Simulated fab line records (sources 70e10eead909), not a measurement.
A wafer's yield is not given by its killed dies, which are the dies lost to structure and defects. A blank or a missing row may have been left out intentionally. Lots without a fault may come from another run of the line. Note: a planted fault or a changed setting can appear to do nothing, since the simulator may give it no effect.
Which tool was responsible? | flow nand_harc | Sampling: 7 lots, 21 wafers, 5 of 1302 route steps

WHAT EACH GAUGE READ, for each wafer
NHARC_A_CHANNEL_HOLE_D2_CD_MEAS_31.
lot  | measured     | on        | cd_nm (nm)
L930 | day 13 15:01 | cd_sem-02 | 90.4 89.6 90.2
L936 | day 16 18:36 | cd_sem-03 | -0.2 -1.1 -0.6
L938 | day 17 12:04 | cd_sem-02 | 0.5 -0.1 0.9
L944 | day 19 11:50 | cd_sem-02 | 88.1 92.1 90.9
L945 | day 20 07:49 | cd_sem-01 | 90.3 88.4 87.6
L948 | day 21 23:19 | cd_sem-01 | 89.0 91.2 87.4
L951 | day 22 21:32 | cd_sem-02 | 89.5 90.3 90.1

WHAT TOOL EACH LOT RAN ON (gives the tool, then ch and the chambers of the sampled wafers, and finally the start)
lot  | NHARC_A_CHANNEL_HOLE_D2_ETCH_34               | NHARC_A_CHANNEL_HOLE_D2_ETCH_16               | NHARC_A_CHANNEL_HOLE_D2_ETCH_21  | NHARC_A_CHANNEL_HOLE_D2_ETCH_44
L930 | rie_diel-05 ch 0,3, day 13 09:55 or earlier   | rie_diel-05 ch 0,1,2, day 13 09:55 or earlier | har_etch-02 ch 0,1, day 13 09:55 | rie_diel-08 ch 2,3, day 13 14:13
L936 | rie_diel-08 ch 0,1,3, day 16 13:31 or earlier | rie_diel-08 ch 1,2,3, day 16 13:31 or earlier | har_etch-02 ch 0,1, day 16 13:31 | rie_diel-08 ch 0,1,2, day 16 17:46
L938 | rie_diel-05 ch 1,2,3, day 17 06:59 or earlier | rie_diel-05 ch 0,2,3, day 17 06:59 or earlier | har_etch-01 ch 0,1, day 17 06:59 | rie_diel-05 ch 0,2,3, day 17 11:16
L944 | rie_diel-08 ch 0,1,2, day 19 06:47 or earlier | rie_diel-08 ch 0,1,3, day 19 06:47 or earlier | har_etch-01 ch 0,1, day 19 06:47 | rie_diel-04 ch 0,1,3, day 19 11:01
L945 | rie_diel-05 ch 2,3, day 20 02:46 or earlier   | rie_diel-05 ch 0,2, day 20 02:46 or earlier   | har_etch-02 ch 0,1, day 20 02:46 | rie_diel-05 ch 0,1,2, day 20 07:00
L948 | rie_diel-04 ch 0,1, day 21 18:08 or earlier   | rie_diel-04 ch 0,2,3, day 21 18:08 or earlier | har_etch-01 ch 0,1, day 21 18:08 | rie_diel-08 ch 2,3, day 21 22:25
L951 | rie_diel-08 ch 0,1,3, day 22 16:40 or earlier | rie_diel-08 ch 0,3, day 22 16:40 or earlier   | har_etch-02 ch 0,1, day 22 16:40 | rie_diel-05 ch 0,1, day 22 20:44
- NHARC_A_CHANNEL_HOLE_D2_ETCH_34: etches the open film in CF4/CHF3, target depth 154 nm, time 77 s.
- NHARC_A_CHANNEL_HOLE_D2_ETCH_16: etches the open film in O2/COS, target depth 3100 nm, time 806 s.
- NHARC_A_CHANNEL_HOLE_D2_ETCH_21: etches the open film in C4F8/O2/Ar, time 514.3 s, target depth 1600 nm.
- NHARC_A_CHANNEL_HOLE_D2_ETCH_44: etches the open film in CF4/O2, target depth 140 nm, overetch 14 nm, time 77 s.

THE ANSWER, worked out from the rows above alone
Rule: the usual values come from the lots themselves. Put in order of their means at a reading, lots are off if they are a third of the lots or fewer, leave a main group of 4 or more, and stand apart from it by a gap of 3 or more times the standard deviation of the main group's means; of several such gaps the widest counts. If all means in a main group match to the digits the tables above print for the reading, that group is not used. A lot without any number at a reading at which 4 lots or more have one is off too. The other lots that the step has rows for count as sound.
Off: L936, L938 (NHARC_A_CHANNEL_HOLE_D2_CD_MEAS_31, cd_nm). For the main group the mean is 89.7 nm and the standard deviation 0.59.
A tool fits if, at a process step before that reading, it ran every lot that is off, and no sound lot after the first of them. Those tools and the gauges at NHARC_A_CHANNEL_HOLE_D2_CD_MEAS_31 are tried in the same way. Because NHARC_A_CHANNEL_HOLE_D2_ETCH_34 lacks a start for some lots, the hours and order of its lots are taken from NHARC_A_CHANNEL_HOLE_D2_ETCH_21. Because NHARC_A_CHANNEL_HOLE_D2_ETCH_16 lacks a start for some lots, the hours and order of its lots are taken from NHARC_A_CHANNEL_HOLE_D2_ETCH_21. Of those tried, none fits.

WHAT THE SIMULATOR HAD PUT IN
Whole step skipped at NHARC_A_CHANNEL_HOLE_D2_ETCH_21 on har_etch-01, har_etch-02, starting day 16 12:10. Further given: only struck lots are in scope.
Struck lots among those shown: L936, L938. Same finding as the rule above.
